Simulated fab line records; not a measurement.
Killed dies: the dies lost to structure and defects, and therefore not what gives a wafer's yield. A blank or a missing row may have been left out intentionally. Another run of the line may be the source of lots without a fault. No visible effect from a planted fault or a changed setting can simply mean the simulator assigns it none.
fab line records	flow nandHarc
record lots=6	wafers=18	lastDay=24
route steps=1159 shown A_CONTACT@872 END@1159
lots untouched by any fault: they come from a run of this same line in which no faults occurred
startH: hours from the record's first day to the start of the lot's first wafer shown	waitH: hours since the lot's step before	" as in the row above	L1.1+2: a row that stands for several wafers	- either no value or no given start	* or withheld: withheld	< > ~ a bound
route shown NAME@n: a module of which the file shows steps, and the number in the route of the first	usual: mean and standard deviation over wafers with no fault	same: alike in all rows	chamber/n: place in a boat	sites: the reading at each site	_std_site: the standard deviation of these	_edge_site: the outer-site mean with the inner-site mean subtracted	radiusMm: for every site, how far away it sits from the centre of the wafer	mask NAME#n: copy n	behind: the tool/chamber that last shaped the wafer	hold: why the lot went on hold/how many hours it stayed there/how the hold came to an end	device: whichever transistor did not switch (one of n, p or np)	end of line: tests of these same wafers at the route's end	step lacking rows: just its recipe	killed: dies that structure and defects cost at the first sort, which is not the same as the wafer's yield	map: dies across one wafer; x = killed, . = not, _ = none there
set.NAME: the run value of the setting; set.NAME@STEP: its run value at that earlier step	model.NAME: the simulator's own value behind a step, which no gauge read
a table for each step, a row for each wafer; lots at some steps of the route
services: when a tool's chamber went out of use (startH, in hours from the record's first day, below 0 if earlier), for how many hours, and the reason
## steps
# step NHARC_A_CONTACT_ETCH_121
# recipe sourceW=withheld	pressureMtorr=20	biasV=3000	timeS=94	targetDepthA=9220	arFlowSccm=withheld	c4f8FlowSccm=withheld	o2FlowSccm=withheld	chemistry=C4F8/O2/Ar
# step NHARC_A_CONTACT_ETCH_122
# recipe sourceW=withheld	pressureMtorr=20	biasV=3000	timeS=95	targetDepthA=9300	arFlowSccm=withheld	c4f8FlowSccm=withheld	o2FlowSccm=withheld	chemistry=C4F8/O2/Ar
# step NHARC_A_CONTACT_ETCH_123
# recipe sourceW=withheld	pressureMtorr=20	biasV=400	timeS=253	targetDepthA=10900	arFlowSccm=withheld	c4f8FlowSccm=11.5	o2FlowSccm=7.2	chemistry=C4F8/O2/Ar
# step NHARC_A_CONTACT_ETCH_90
# recipe targetDepthA=400	overEtchFrac=0.5	timeS=85.7	ionEnergyEv=120	ch3fFlowSccm=50	o2FlowSccm=30	arFlowSccm=200	rfW=500	biasW=100	chemistry=CH3F/O2
# step NHARC_A_CONTACT_ETCH_96
# recipe targetDepthA=200	overEtchFrac=0.5	timeS=10	ionEnergyEv=250	c4f6FlowSccm=25	o2FlowSccm=20	arFlowSccm=500	rfW=600	biasW=500	chemistry=C4F6/O2
# step NHARC_A_CONTACT_CD_MEAS_53
# usual cdNm=190.0/0.8
lot.wafer	tool	chamber	startH	waitH	cdNm
L528.4	cdSem-01	-	378.94	-	190.9
L528.5	"	-	"	"	191.0
L528.6	"	-	"	"	191.1
L531.2	cdSem-01	-	382.28	-	189.9
L531.5	"	-	"	"	189.6
L531.6	"	-	"	"	189.5
L535.3	cdSem-01	-	412.58	-	189.9
L535.4	"	-	"	"	189.4
L535.6	"	-	"	"	188.9
L534.2	cdSem-03	-	417.80	-	189.8
L534.3	"	-	"	"	189.4
L534.4	"	-	"	"	190.1
L536.3	cdSem-01	-	429.26	-	189.8
L536.4	"	-	"	"	190.8
L536.6	"	-	"	"	190.4
L548.1	cdSem-02	-	493.48	-	190.7
L548.3	"	-	"	"	189.9
L548.6	"	-	"	"	189.3
# step NHARC_A_CONTACT_STRIP_99
# recipe n2FlowSccm=150	h2FlowSccm=150	arFlowSccm=0	biasW=0	chemistry=N2/H2
# step NHARC_A_CONTACT_STRIP_100
# recipe cf4FlowSccm=100	chf3FlowSccm=30	arFlowSccm=0	biasW=0	chemistry=CF4/CHF3
# step NHARC_A_CONTACT_STRIP_101
# recipe o2FlowSccm=400	cosFlowSccm=20	arFlowSccm=0	biasW=0	chemistry=O2/COS
# step NHARC_A_CONTACT_ETCH_102
# recipe targetDepthA=700	overetchA=70	timeS=38.5	ionEnergyEv=100	cf4FlowSccm=80	o2FlowSccm=20	arFlowSccm=0	rfW=300	biasW=100	chemistry=CF4/O2
# step NHARC_A_CONTACT_STRIP_55
# recipe o2FlowSccm=500	arFlowSccm=0	biasW=0	chemistry=O2
# usual chamberPressureMTorr=60.00/0.056	drypumpMotorCurrentA=5.8/0.32	o2FlowSccm=500.0/1.6	oesProductAu=0.997/0.016	rfVppV=57.7/0.8	showerheadPlenumPTorr=3.49/0.091	throttleValvePct=17.037/0.0084
lot.wafer	tool	chamber	startH	waitH	chamberPressureMTorr	drypumpMotorCurrentA	o2FlowSccm	oesProductAu	rfHoursCounterH	rfVppV	showerheadPlenumPTorr	throttleValvePct
L528.4	rieDiel-05	2	-	-	59.99	6.1	499.6	0.966	-	58.5	3.43	17.035
L528.6	"	0	"	"	59.99	5.9	500.1	0.992	-	58.2	3.56	17.047
L528.5	"	1	"	"	60.08	5.8	499.5	1.002	-	56.7	3.45	17.027
L531.2	rieDiel-05	1	-	-	59.93	5.8	501.3	1.003	8	56.9	3.45	17.025
L531.5	"	2	"	"	60.02	6.1	500.0	0.958	-	57.1	3.43	17.040
L531.6	"	0	"	"	59.97	5.9	496.9	0.979	-	57.9	3.56	17.045
L535.4	rieDiel-05	2	-	-	59.94	6.1	499.4	0.963	13	58.2	3.43	17.035
L535.3	"	1	"	"	59.99	5.8	500.7	1.012	12	57.5	3.44	17.036
L535.6	"	3	"	"	60.02	5.7	500.8	1.028	-	58.3	3.61	17.043
L534.4	rieDiel-08	2	-	-	59.97	5.9	498.5	1.005	48	57.0	3.60	17.051
L534.3	"	0	"	"	59.99	6.1	500.3	1.003	45	57.2	3.32	17.026
L534.2	"	1	"	"	59.91	5.0	500.5	0.995	48	56.9	3.41	17.029
L536.4	rieDiel-05	2	-	-	59.94	6.1	497.1	0.977	15	56.8	3.43	17.035
L536.3	"	1	"	"	59.94	5.8	500.6	1.004	14	58.0	3.44	17.028
L536.6	"	2	"	"	60.10	6.2	499.5	0.980	-	56.9	3.43	17.032
L548.3	rieDiel-05	1	-	-	59.92	5.8	503.6	1.013	27	57.0	3.43	17.035
L548.1	"	2	"	"	59.92	6.1	498.1	0.991	27	56.9	3.42	17.041
L548.6	"	2	"	"	59.93	6.2	502.2	0.973	-	57.1	3.42	17.039
# step NHARC_A_CONTACT_STRIP_56
# recipe timeS=600	tempC=30	chemistry=postEtchResidueRemover
# step NHARC_A_CONTACT_DEP_57
# recipe targetThkA=28000	tempC=400	material=aC
# usual throttleValvePct=35.002/0.0092
lot.wafer	tool	chamber	startH	waitH	throttleValvePct
L528.4	aclDep-02	0	381.33	-	35.012
L528.5	"	0	"	"	35.007
L528.6	"	0	"	"	35.010
L531.2	aclDep-01	0	384.03	-	34.992
L531.5	"	0	"	"	35.004
L531.6	"	0	"	"	34.990
L535.3	aclDep-02	0	414.32	-	35.002
L535.4	"	0	"	"	35.001
L535.6	"	0	"	"	35.011
L534.2	aclDep-01	0	421.20	-	35.004
L534.3	"	0	"	"	34.992
L534.4	"	0	"	"	35.013
L536.3	aclDep-01	0	430.98	-	35.002
L536.4	"	0	"	"	35.014
L536.6	"	0	"	"	35.002
L548.1	aclDep-01	0	494.92	-	34.995
L548.3	"	0	"	"	35.000
L548.6	"	0	"	"	34.996
# step NHARC_A_CONTACT_DEP_58
# recipe targetThkA=600	targetThkNm=60	tempC=400	pressureTorr=3.5	flowSccm=200	rfW=350	material=SiON
# step NHARC_A_CONTACT_DEHYDRATE_59
# recipe tempC=150	timeS=120
# step NHARC_A_CONTACT_HMDS_60
# recipe timeS=30
# step NHARC_A_CONTACT_COAT_61
# recipe tempC=260	timeS=75
# step NHARC_A_CONTACT_COAT_62
# recipe tempC=225	timeS=65
# step NHARC_A_CONTACT_COAT_63
# recipe spinRpm=1500	resistThkNm=90
# step NHARC_A_CONTACT_SOFTBAKE_64
# recipe tempC=105	timeS=55
# step NHARC_A_CONTACT_EBR_65
# step NHARC_A_CONTACT_EXPOSE_66
# recipe na=1.35	sigmaOuter=0.8	doseMj=59.02	maskId=A_CC_2
# step NHARC_A_CONTACT_PEB_67
# recipe pebTempC=100	pebTimeS=65
# step NHARC_A_CONTACT_DEVELOP_68
# recipe developTimeS=35	devTempC=23
# step NHARC_A_CONTACT_CD_MEAS_69
# recipe targetCdNm=200	landingEnergyEv=500
# usual cdNm=200.3/0.73
lot.wafer	tool	chamber	startH	waitH	cdNm
L528.4	cdSem-03	0	382.94	-	199.4
L528.5	"	0	"	"	200.7
L528.6	"	0	"	"	201.2
L531.2	cdSem-01	0	386.21	-	200.1
L531.5	"	0	"	"	200.4
L531.6	"	0	"	"	200.3
L535.3	cdSem-03	0	416.09	-	200.7
L535.4	"	0	"	"	201.3
L535.6	"	0	"	"	201.1
L534.2	cdSem-03	0	423.38	-	201.9
L534.3	"	0	"	"	200.3
L534.4	"	0	"	"	200.8
L536.3	cdSem-01	0	432.89	-	200.4
L536.4	"	0	"	"	200.8
L536.6	"	0	"	"	201.0
L548.1	cdSem-01	0	497.47	-	200.2
L548.3	"	0	"	"	200.8
L548.6	"	0	"	"	201.1
# step NHARC_A_CONTACT_OVL_MEAS_70
# usual overlayXNm=0.1/0.9	overlayYNm=-0.2/0.87
lot.wafer	tool	chamber	startH	waitH	overlayXNm	overlayYNm
L528.4	overlay-01	-	383.03	-	0.7	-0.1
L528.5	"	-	"	"	0.7	0.7
L528.6	"	-	"	"	0.4	0.6
L531.2	overlay-01	-	386.29	-	0.0	0.7
L531.5	"	-	"	"	0.0	0.7
L531.6	"	-	"	"	-0.1	0.5
L535.3	overlay-02	-	416.18	-	-1.0	-1.9
L535.4	"	-	"	"	-1.8	-2.2
L535.6	"	-	"	"	-1.3	-1.0
L534.2	overlay-02	-	423.46	-	0.6	0.3
L534.3	"	-	"	"	0.1	0.7
L534.4	"	-	"	"	0.5	-0.1
L536.3	overlay-02	-	432.98	-	0.8	0.3
L536.4	"	-	"	"	0.1	0.3
L536.6	"	-	"	"	0.5	0.5
L548.1	overlay-02	-	497.56	-	0.7	-1.5
L548.3	"	-	"	"	0.9	-1.2
L548.6	"	-	"	"	1.0	-1.5
# step NHARC_A_CONTACT_INSPECT_71
# usual rawDefectCount=26/11
lot.wafer	tool	chamber	startH	waitH	rawDefectCount
L528.4	defectInspect-02	-	383.07	0.0	19
L528.5	"	-	"	"	18
L528.6	"	-	"	"	14
L531.2	defectInspect-01	-	386.33	0.0	19
L531.5	"	-	"	"	18
L531.6	"	-	"	"	33
L535.3	defectInspect-01	-	416.21	0.0	23
L535.4	"	-	"	"	38
L535.6	"	-	"	"	25
L534.2	defectInspect-02	-	423.50	0.0	15
L534.3	"	-	"	"	8
L534.4	"	-	"	"	10
L536.3	defectInspect-01	-	433.01	0.0	25
L536.4	"	-	"	"	36
L536.6	"	-	"	"	23
L548.1	defectInspect-02	-	497.59	0.0	42
L548.3	"	-	"	"	40
L548.6	"	-	"	"	37
# step NHARC_A_CONTACT_DESCUM_74
# recipe timeS=3	o2FlowSccm=200	arFlowSccm=0	biasPowerW=0	chemistry=O2
# step NHARC_A_CONTACT_ETCH_75
# recipe targetDepthA=390	overEtchFrac=0.3	timeS=65	ionEnergyEv=80	cf4FlowSccm=150	arFlowSccm=0	rfW=300	biasW=100	chemistry=CF4
# step NHARC_A_CONTACT_ETCH_76
# recipe targetDepthA=2600	overEtchFrac=0.3	timeS=475.3	ionEnergyEv=200	n2FlowSccm=150	h2FlowSccm=150	arFlowSccm=0	rfW=400	biasW=150	chemistry=N2/H2
# usual chamberPressureMTorr=30.001/0.028	drypumpMotorCurrentA=5.8/0.35	h2FlowSccm=150.1/0.42	oesProductAu=0.998/0.015	rfVppV=429.8/1.9	showerheadPlenumPTorr=2.01/0.06	throttleValvePct=14.171/0.009
lot.wafer	tool	chamber	startH	waitH	chamberPressureMTorr	drypumpMotorCurrentA	h2FlowSccm	oesProductAu	rfHoursCounterH	rfVppV	showerheadPlenumPTorr	throttleValvePct
L528.4	rieDiel-02	1	-	-	29.955	6.0	150.6	0.990	17	431.6	2.10	14.169
L528.5	"	0	"	"	30.022	5.0	150.0	0.991	-	431.0	2.04	14.172
L528.6	"	1	"	"	29.982	6.0	150.2	0.995	-	431.7	2.10	14.183
L531.2	rieDiel-05	0	-	-	30.044	6.0	150.3	0.988	8	431.3	2.06	14.154
L531.6	"	0	"	"	29.973	6.0	150.2	0.983	-	431.0	2.06	14.186
L531.5	"	2	"	"	29.978	6.1	149.9	0.966	-	429.5	1.98	14.189
L535.3	rieDiel-08	0	-	-	30.031	6.1	150.2	1.000	45	428.0	1.90	14.172
L535.4	"	2	"	"	29.982	5.9	151.3	0.991	48	431.9	2.09	14.169
L535.6	"	0	"	"	30.007	6.1	150.4	1.010	-	427.4	1.90	14.164
L534.3	rieDiel-08	1	-	-	29.948	5.0	149.8	0.990	51	428.4	1.96	14.173
L534.4	"	2	"	"	29.993	5.9	150.4	0.979	50	431.5	2.08	14.174
L534.2	"	0	"	"	29.978	6.1	149.6	1.018	48	425.4	1.90	14.169
L536.4	rieDiel-08	0	-	-	29.995	6.1	150.6	1.005	51	427.4	1.90	14.176
L536.3	"	2	"	"	29.980	5.9	150.1	1.002	53	433.0	2.08	14.179
L536.6	"	3	"	"	30.019	5.3	150.7	1.010	-	431.0	2.08	14.179
L548.3	rieDiel-02	1	-	-	30.005	6.0	150.5	0.987	58	430.3	2.09	14.172
L548.1	"	0	"	"	30.017	5.1	149.9	0.984	52	428.6	2.02	14.178
L548.6	"	2	"	"	29.967	5.9	150.0	0.995	-	428.1	1.92	14.141
# step NHARC_A_CONTACT_ETCH_77
# recipe targetDepthA=726	timeS=36.3	cf4FlowSccm=100	chf3FlowSccm=30	arFlowSccm=0	rfW=500	biasW=200	chemistry=CF4/CHF3
# step NHARC_A_CONTACT_ETCH_78
# recipe targetDepthA=28000	overEtchFrac=0.3	timeS=728	ionEnergyEv=150	o2FlowSccm=400	cosFlowSccm=20	arFlowSccm=0	rfW=500	biasW=300	chemistry=O2/COS
# step NHARC_A_CONTACT_ETCH_124
# recipe sourceW=withheld	pressureMtorr=20	biasV=withheld	timeS=140	targetDepthA=7000	arFlowSccm=withheld	c4f8FlowSccm=withheld	o2FlowSccm=withheld	chemistry=C4F8/O2/Ar
# step NHARC_A_CONTACT_ETCH_125
# recipe sourceW=withheld	pressureMtorr=20	biasV=1200	timeS=155	targetDepthA=9560	arFlowSccm=withheld	c4f8FlowSccm=withheld	o2FlowSccm=withheld	chemistry=C4F8/O2/Ar
# step NHARC_A_CONTACT_ETCH_126
# recipe sourceW=withheld	pressureMtorr=20	biasV=1200	timeS=155	targetDepthA=9560	arFlowSccm=withheld	c4f8FlowSccm=withheld	o2FlowSccm=withheld	chemistry=C4F8/O2/Ar
# usual chamberPressureMTorr=20.001/0.018
lot.wafer	tool	chamber	startH	waitH	chamberPressureMTorr	rfHoursCounterH
L528.4	harCapEtch-03	0	385.21	0.1	19.984	-
L528.5	"	1	"	"	20.037	-
L528.6	"	0	"	"	20.021	-
L531.2	harCapEtch-01	1	388.18	0.1	19.975	59
L531.6	"	0	"	"	19.998	-
L531.5	"	1	"	"	20.006	-
L535.4	harCapEtch-02	1	417.79	0.1	19.986	-
L535.3	"	0	"	"	20.016	-
L535.6	"	0	"	"	19.994	-
L534.2	harCapEtch-03	1	425.56	0.1	20.012	95
L534.4	"	0	"	"	20.016	-
L534.3	"	1	"	"	20.000	-
L536.3	harCapEtch-03	1	435.17	0.1	20.011	-
L536.4	"	0	"	"	20.009	-
L536.6	"	1	"	"	20.000	-
L548.1	harCapEtch-01	0	499.31	0.2	20.007	80
L548.3	"	1	"	"	19.972	-
L548.6	"	1	"	"	20.018	-
# step NHARC_A_CONTACT_ETCH_127
# recipe sourceW=withheld	pressureMtorr=20	biasV=1200	timeS=155	targetDepthA=9560	arFlowSccm=withheld	c4f8FlowSccm=withheld	o2FlowSccm=withheld	chemistry=C4F8/O2/Ar
# step NHARC_A_CONTACT_ETCH_128
# recipe sourceW=withheld	pressureMtorr=20	biasV=1200	timeS=155	targetDepthA=9560	arFlowSccm=withheld	c4f8FlowSccm=withheld	o2FlowSccm=withheld	chemistry=C4F8/O2/Ar
# step NHARC_A_CONTACT_ETCH_129
# recipe sourceW=withheld	pressureMtorr=20	biasV=1200	timeS=155	targetDepthA=9560	arFlowSccm=withheld	c4f8FlowSccm=withheld	o2FlowSccm=withheld	chemistry=C4F8/O2/Ar
# usual chamberPressureMTorr=20.000/0.023
lot.wafer	tool	chamber	startH	waitH	chamberPressureMTorr	rfHoursCounterH
L528.4	harCapEtch-03	0	385.63	0.1	19.984	-
L528.5	"	1	"	"	20.007	-
L528.6	"	0	"	"	20.003	-
L531.2	harCapEtch-01	1	388.60	0.1	20.021	60
L531.6	"	0	"	"	20.002	-
L531.5	"	1	"	"	19.992	-
L535.4	harCapEtch-02	1	418.21	0.1	19.988	-
L535.3	"	0	"	"	20.026	-
L535.6	"	0	"	"	19.968	-
L534.2	harCapEtch-03	1	425.98	0.1	19.988	96
L534.4	"	0	"	"	19.998	-
L534.3	"	1	"	"	19.991	-
L536.3	harCapEtch-03	1	435.59	0.1	20.022	-
L536.4	"	0	"	"	19.992	-
L536.6	"	1	"	"	19.986	-
L548.1	harCapEtch-01	0	499.88	0.2	20.017	80
L548.3	"	1	"	"	20.019	-
L548.6	"	1	"	"	19.997	-
# step NHARC_A_CONTACT_ETCH_130
# recipe sourceW=withheld	pressureMtorr=20	biasV=1200	timeS=155	targetDepthA=9560	arFlowSccm=withheld	c4f8FlowSccm=withheld	o2FlowSccm=withheld	chemistry=C4F8/O2/Ar
# step NHARC_A_CONTACT_ETCH_131
# recipe sourceW=withheld	pressureMtorr=20	biasV=1200	timeS=155	targetDepthA=9560	arFlowSccm=withheld	c4f8FlowSccm=withheld	o2FlowSccm=withheld	chemistry=C4F8/O2/Ar
# step NHARC_A_CONTACT_ETCH_132
# recipe sourceW=withheld	pressureMtorr=20	biasV=1200	timeS=156	targetDepthA=9580	arFlowSccm=withheld	c4f8FlowSccm=withheld	o2FlowSccm=withheld	chemistry=C4F8/O2/Ar
# step NHARC_A_CONTACT_ETCH_133
# recipe sourceW=withheld	pressureMtorr=20	biasV=400	timeS=195	targetDepthA=8400	arFlowSccm=withheld	c4f8FlowSccm=11.5	o2FlowSccm=7.2	chemistry=C4F8/O2/Ar
# usual chamberPressureMTorr=20.002/0.02
lot.wafer	tool	chamber	startH	waitH	chamberPressureMTorr	rfHoursCounterH
L528.4	harCapEtch-03	0	386.27	0.2	19.978	-
L528.5	"	1	"	"	20.018	-
L528.6	"	0	"	"	20.001	-
L531.2	harCapEtch-01	1	389.19	0.1	19.977	60
L531.6	"	0	"	"	20.003	-
L531.5	"	1	"	"	19.993	-
L535.4	harCapEtch-02	1	418.82	0.2	20.002	-
L535.3	"	0	"	"	20.010	-
L535.6	"	0	"	"	19.989	-
L534.2	harCapEtch-03	1	426.57	0.1	19.977	96
L534.4	"	0	"	"	19.989	-
L534.3	"	1	"	"	19.987	-
L536.3	harCapEtch-03	1	436.20	0.2	19.998	-
L536.4	"	0	"	"	19.993	-
L536.6	"	1	"	"	20.032	-
L548.1	harCapEtch-01	0	500.64	0.2	19.982	81
L548.3	"	1	"	"	20.030	-
L548.6	"	1	"	"	19.984	-
# step NHARC_END_SORT_01
# recipe tempC=25
# usual killedAtArray=26/9.1	killedAtOther=0.7/0.9	killedAtPeriphery=3.6/2.8	killedDies=30/9.2	killedOpen=3.0/1.9	killedShort=2.0/1.4
# same grossDies=677
lot.wafer	tool	chamber	startH	waitH	killedAtArray	killedAtOther	killedAtPeriphery	killedDies	killedOpen	killedShort
L534.2	prober-01	0	482.53	2.8	278	0	4	282	2	2
L534.3	prober-01	0	483.32	3.1	272	3	7	282	2	1
L534.4	prober-01	0	484.10	3.4	286	1	1	288	3	1
L536.3	prober-01	0	498.83	3.1	314	2	1	317	3	0
L536.4	prober-01	0	499.63	3.4	385	1	3	389	2	1
L536.6	prober-01	0	501.22	4.0	293	0	3	296	1	0
# killed by level:class
L534.2 A_CONTACT:areaDep=262 A_STAIRCASE:chamberFilmFlake=6 A_CHANNEL_HOLE_D1:chamberFilmFlake=5 P_STI:chamberFilmFlake=2 A_CONTACT:chamberFilmFlake=2 P_CONTACT:geometricParticle:short=1 P_CONTACT:geometricParticle:open=1 A_SOURCE_PLATE:geometricParticle:short=1
L534.3 A_CONTACT:areaDep=262 A_CONTACT:chamberFilmFlake=5 P_STI:chamberFilmFlake=4 THIN_TSV:chamberFilmFlake=3 A_CHANNEL_HOLE_D1:chamberFilmFlake=2 P_CONTACT:geometricParticle:open=1 A_SOURCE_PLATE:geometricParticle:short=1 A_CONTACT:geometricParticle:open=1
L534.4 A_CONTACT:areaDep=269 A_CHANNEL_HOLE_D1:chamberFilmFlake=5 A_STAIRCASE:chamberFilmFlake=5 A_ONON_D1:geometricParticle:open=1 A_CHANNEL_FILL_D1:geometricParticle:open=1 A_CONTACT:geometricParticle:short=1 A_CONTACT:geometricParticle:open=1 P_GATE:chamberFilmFlake=1
L536.3 A_CONTACT:areaDep=292 A_CHANNEL_HOLE_D1:chamberFilmFlake=17 A_CONTACT:chamberFilmFlake=2 THIN_TSV:chamberFilmFlake=2 P_M0:geometricParticle:open=1 A_SOURCE_PLATE:geometricParticle:open=1 A_CHANNEL_FILL_D1:geometricParticle:open=1 A_STAIRCASE:chamberFilmFlake=1
L536.4 A_CONTACT:areaDep=350 A_CHANNEL_HOLE_D1:chamberFilmFlake=21 A_STAIRCASE:chamberFilmFlake=5 A_CONTACT:chamberFilmFlake=4 P_GATE:chamberFilmFlake=3 A_ONON_D1:geometricParticle:short=1 A_SGD_CUT:geometricParticle:open=1 A_WL_FILL:geometricParticle:open=1
L536.6 A_CONTACT:areaDep=266 A_CHANNEL_HOLE_D1:chamberFilmFlake=14 A_CONTACT:chamberFilmFlake=7 A_STAIRCASE:chamberFilmFlake=4 P_GATE:chamberFilmFlake=3 A_CHANNEL_FILL_D1:geometricParticle:open=1 A_WL_FILL:chamberFilmFlake=1
# map L534.4 (x killed, . not)
____________x____________
_________.x..xxx_________
_______.x....xxx.._______
______x.x.x.x...x.x______
_____..x.x..x.x.xxx._____
____x.x....x.x.x....x____
____..x..xxxx..xxxxxx____
___xx..xx.x...xx.xxxx.___
___....x.x.x.xxx.xx..x___
__....xx.x.......xx.x.x__
__xx..x.xxx.....xxx.xxx__
_x.......x...xxx...xx.x._
_.xx......x.x....xx..xxx_
_..x.x.x.x..x.x...xxx.x._
_x...x.......x...xx.xx.x_
_.x..x.x.x....xx....x.xx_
xxxx....xxx.....x.x.x.xxx
....x....x..x..xx.x...xxx
......xxx........xxxxxxxx
x.xx..............xx..xxx
..x.....x.x.x.....x.x.x.x
_...x...x.....xxx.xxxx.x_
_x...........x..x.xxxxxx_
_...x......x....x..x..xx_
_.x.x.xx..x.......xxx.xx_
_x..xx.x..x.....xxxx..xx_
__..x.x.x...x.x..xxx.xx__
__x.....x.x.xx.xxx.xxxx__
___............x.x.xxx___
___..x..x.x....xx..xxx___
____...x.x.x.xx.xx..x____
____..x..x..xx.xxxx.x____
_____x....x.....x..x_____
______...xxxx.x..xx______
_______.xx..x..xxx_______
_________......x_________
____________x____________
# map L536.4 (x killed, . not)
____________.____________
_________x.....x_________
_______...x.x.xxx._______
______...x.........______
_____....x.....x.x.._____
____......xxx..x..xxx____
____..........x.xx...____
___......x..xxxxxxxx..___
___.......xxxxxxxxxx..___
__...x.xx.x.x..xx..xx..__
__x.xxxx.xxxxxxxx.x...x__
_......xxxxxxxxxxxx.x.x._
_...x.xx.xxxxxxxxx.x.x.x_
_...xx.xxxxxxxxxxxxxxxx._
_...xxxxxxxxxxxxxxxxx..._
_...xxxxxxxxxxxx.xxxxx.x_
.....xxxxxxxxxxxxxxxxxxx.
....x.xxx.xxxxxxx.xx.x..x
...x.xxxxxxxxxxxx.xx.x.xx
...x.xxxxxxxxxxxxxxxxxx.x
....x..xx.xxxxxxxxxxxxxx.
_.xxxxxxxxxxxxxxxxxx.x.._
_..xxxxxxxxxxx.xxxx.xxx._
_...xx.x.xxxxxxxxxxxxx.x_
_....xxxxxxxxxxxxxx.xxxx_
_...xxxx.xxxxxx.xx.x.x.._
__....x..xxxxxxxxxx.x..__
__....x..x..x..xxxx.x..__
___...xx..xx.xxxxxxx.x___
___...x..x.x.xx.x.xxx.___
____.....x..xxxxxx.xx____
____..x.....xxx.xxx..____
_____....xx.x.x.x..x_____
______....x...x...x______
_______......x...._______
_________.....x._________
____________.____________
## services
tool	chamber	startH	hours	kind
rieDiel-05	0	374.40	-	clean
rieDiel-05	1	374.40	-	clean
rieDiel-05	2	374.40	-	clean
rieDiel-05	3	374.40	-	clean
rieDiel-02	3	384.07	6.7	repair
rieDiel-05	0	398.94	-	clean
rieDiel-05	1	398.94	-	clean
rieDiel-05	2	398.94	-	clean
rieDiel-05	3	398.94	-	clean
rieDiel-05	0	423.44	-	clean
rieDiel-05	1	423.44	-	clean
rieDiel-05	2	423.44	-	clean
rieDiel-05	3	423.44	-	clean
rieDiel-02	0	446.67	2.1	repair
rieDiel-05	0	447.94	-	clean
rieDiel-05	1	447.94	-	clean
rieDiel-05	2	447.94	-	clean
rieDiel-05	3	447.94	-	clean
rieDiel-05	0	472.44	-	clean
rieDiel-05	1	472.44	-	clean
aclDep-01	-	476.39	13.0	pm
rieDiel-08	-	478.82	9.0	pm
rieDiel-05	0	492.03	5.2	repair
harCapEtch-03	-	497.84	0.4	repair
## key
firstSign step=NHARC_END_SORT_01	reading=killedAtArray	direction=up	sigmas=31	usual=26	struck=305
effect step=NHARC_END_SORT_01	reading=killedDies	direction=up	sigmas=30	usual=30	struck=309
moreKillsBornAt NHARC_A_CONTACT_DEP_57@aclDep-01=1701
metAt NHARC_A_CONTACT_DEP_57
struckWafers L534.2,L534.3,L534.4,L536.3,L536.4,L536.6
laterRowsLeftOut L536.4
testerLeftOut L534,L536
onsetBetween 384.03 421.20
alsoFits NHARC_A_CONTACT_ETCH_76:rieDiel-08,NHARC_A_CONTACT_ETCH_126:harCapEtch-03,NHARC_A_CONTACT_ETCH_129:harCapEtch-03,NHARC_A_CONTACT_ETCH_133:harCapEtch-03
fault kind=processParameterDrift	tool=aclDep-01	chamber=0	onsetH=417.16	steps=NHARC_A_CONTACT_DEP_57	channel=targetThkA	offset=*	shape=step	endH=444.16	actsIn=*	stated=*
# testerLeftOut: of these lots the tester's yield and bins aren't shown, on N5 and GAA mostly nor the transistor test; their killed dies are dies lost to structure and defects alone, not to doping, threshold or leakage, so they don't give the yield
# laterRowsLeftOut: the simulator's readings of these wafers behind a module that went badly wrong aren't trusted and aren't shown, but for the sort
